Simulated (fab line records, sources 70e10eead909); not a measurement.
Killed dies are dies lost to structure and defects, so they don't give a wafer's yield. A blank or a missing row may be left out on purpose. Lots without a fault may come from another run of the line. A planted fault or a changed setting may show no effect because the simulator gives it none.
Which tool did it? | flow nand_harc | 13 lots, 39 wafers sampled, at 3 steps of a route of 1159

WHAT THE GAUGES READ, wafer by wafer
NHARC_A_ONON_D1_THK_MEAS_18: measures by ellipsometry.
lot  | measured     | on            | thk_nm (nm)
L952 | day 7 21:14  | film_metro-02 | 997 994 997
L951 | day 7 21:16  | film_metro-01 | 1007 1007 1009
L953 | day 8 10:46  | film_metro-01 | 975 975 976
L954 | day 8 10:46  | film_metro-02 | 999 998 1000
L956 | day 9 01:09  | film_metro-01 | 999 996 997
L955 | day 9 01:10  | film_metro-02 | 992 993 992
L963 | day 11 11:29 | film_metro-02 | 925 990 989
L969 | day 12 00:40 | film_metro-01 | 998 996 997
L967 | day 12 00:40 | film_metro-01 | 985 983 984
L970 | day 12 15:36 | film_metro-01 | 999 1004 999
L972 | day 13 07:37 | film_metro-01 | 1008 1005 1006
L973 | day 13 07:38 | film_metro-02 | 993 993 993
L974 | day 13 07:59 | film_metro-02 | 1006 1008 1007

NHARC_A_ONON_D1_THK_MEAS_27: measures by ellipsometry.
lot  | measured     | on            | thk_nm (nm)
L952 | day 7 22:56  | film_metro-01 | 997 998 998
L951 | day 7 22:58  | film_metro-02 | 985 986 986
L953 | day 8 12:29  | film_metro-02 | 994 993 992
L954 | day 8 12:29  | film_metro-01 | 1013 1011 1011
L956 | day 9 02:50  | film_metro-02 | 990 991 989
L955 | day 9 02:52  | film_metro-02 | 997 997 998
L963 | day 11 13:11 | film_metro-01 | 991 991 990
L969 | day 12 02:21 | film_metro-02 | 999 998 1000
L967 | day 12 02:23 | film_metro-01 | 998 998 998
L970 | day 12 17:18 | film_metro-01 | 987 988 988
L972 | day 13 09:19 | film_metro-01 | 1009 1006 1006
L973 | day 13 09:28 | film_metro-01 | 1004 1003 1004
L974 | day 13 09:41 | film_metro-01 | 986 986 985

WHICH TOOL RAN EACH LOT (tool, then ch and the chambers of the sampled wafers, then the start)
lot  | NHARC_A_ONON_D1_DEP_16
L952 | pecvd_onon-01 ch 0, day 7 20:44
L951 | pecvd_onon-04 ch 0, day 7 20:45
L953 | pecvd_onon-01 ch 0, day 8 10:15
L954 | pecvd_onon-02 ch 0, day 8 10:22
L956 | pecvd_onon-04 ch 0, day 9 00:42
L955 | pecvd_onon-02 ch 0, day 9 00:42
L963 | pecvd_onon-02 ch 0, day 11 10:59
L969 | pecvd_onon-01 ch 0, day 12 00:09
L967 | pecvd_onon-04 ch 0, day 12 00:10
L970 | pecvd_onon-04 ch 0, day 12 15:09
L972 | pecvd_onon-01 ch 0, day 13 07:07
L973 | pecvd_onon-04 ch 0, day 13 07:17
L974 | pecvd_onon-01 ch 0, day 13 07:28
- NHARC_A_ONON_D1_DEP_16: target thk 1000 nm.

WHAT THE TOOLS THEMSELVES READ (means of the sampled wafers that have a number; where no wafer has one, the mark that the record gives instead)
NHARC_A_ONON_D1_DEP_16.
lot  | tool          | susceptor_temp_C (C)
L952 | pecvd_onon-01 | 399.84
L951 | pecvd_onon-04 | 399.58
L953 | pecvd_onon-01 | 400.15
L954 | pecvd_onon-02 | 400.10
L956 | pecvd_onon-04 | 399.87
L955 | pecvd_onon-02 | 400.20
L963 | pecvd_onon-02 | 400.06
L969 | pecvd_onon-01 | 400.08
L967 | pecvd_onon-04 | 399.93
L970 | pecvd_onon-04 | 400.20
L972 | pecvd_onon-01 | 400.08
L973 | pecvd_onon-04 | 400.12
L974 | pecvd_onon-01 | 400.17

THE ANSWER, worked out from the rows above alone
Rule: what is usual is taken from the lots themselves. Put in order of their means at a reading, lots are off if they are a third of the lots or fewer, leave a main group of 4 or more, and stand apart from it by a gap of 3 or more times the standard deviation of the main group's means; of several such gaps the widest counts. A main group whose means are all the same, to the digits that the tables above print for the reading, isn't used. A lot without any number at a reading at which 4 lots or more have one is off too. The other lots that the step has rows for count as sound. The gauges are gone through in route order, then the tools' own readings, and for those a lot's mean is taken as printed above. The first step at which some lot is off is used, and at that step the reading that is off furthest; a lot without a number counts as furthest.
No lot is off at any reading shown: from this, nothing can be told.

WHAT THE SIMULATOR HAD PUT IN
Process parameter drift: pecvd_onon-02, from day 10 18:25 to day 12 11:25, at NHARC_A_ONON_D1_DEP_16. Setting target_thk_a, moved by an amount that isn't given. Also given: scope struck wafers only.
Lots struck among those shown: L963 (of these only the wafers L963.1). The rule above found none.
